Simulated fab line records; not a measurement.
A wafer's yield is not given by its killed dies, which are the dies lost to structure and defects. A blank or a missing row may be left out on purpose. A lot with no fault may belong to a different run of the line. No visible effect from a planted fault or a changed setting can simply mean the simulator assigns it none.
Matching of chambers | flow nand harc | NHARC_P_GATE_ETCH_32 on rie si-04: 4 sister chambers
The step etches the open film in HBr/Cl2, target depth 150 nm, time 100.1 s. 8 wafers are shown with their chamber, then 8 later ones without.

WAFERS, EACH WITH ITS CHAMBER
wafer  | chamber | drypump motor current A (A) | oes product au (a.u.)
L076.3 | 0       | 5.5                         | 0.983
L076.5 | 3       | 4.9                         | 1.001
L078.5 | 2       | 6.1                         | 0.998
L078.6 | 1       | 6.2                         | 1.004
L082.1 | 1       | 6.2                         | 1.016
L082.3 | 2       | 6.2                         | 1.017
L082.5 | 0       | 5.5                         | 0.992
L088.3 | 3       | 4.9                         | 0.997

WAFERS WITH NO CHAMBER GIVEN
wafer  | drypump motor current A (A) | oes product au (a.u.)
L088.4 | 5.6                         | 0.982
L088.6 | 4.9                         | 0.999
L090.1 | 4.8                         | 1.000
L090.2 | 5.5                         | 0.988
L090.3 | 6.2                         | 1.004
L094.1 | 4.8                         | 1.005
L094.3 | 5.5                         | 0.986
L094.5 | 5.5                         | 0.984

WHICH CHAMBER EACH ONE RAN IN
wafer  | from the rows above     | in truth
L088.4 | 0                       | 0
L088.6 | 3                       | 3
L090.1 | 3                       | 3
L090.2 | 0                       | 0
L090.3 | can't be placed: 1 or 2 | 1
L094.1 | 3                       | 3
L094.3 | 0                       | 0
L094.5 | 0                       | 0
Correct placement for 7 of the 8. These rows do not allow placing 1 (true chamber among the candidates in 1). Placed wrongly: 0.
How it was worked out, from the rows above alone: a wafer's distance from a chamber is the root of the sum, over the readings, of the square of ((its reading less the chamber's mean) divided by the reading's scatter). If the next closest chamber is less than 2 further off than the closest, the wafer can't be placed; otherwise it belongs to the closest. For every chamber, the mean is computed from those of its wafers that are shown. How the scatter is found: for the shown wafers, subtract from each reading the mean of its chamber, square and add these, divide the total by (wafers less chambers), then take the root.
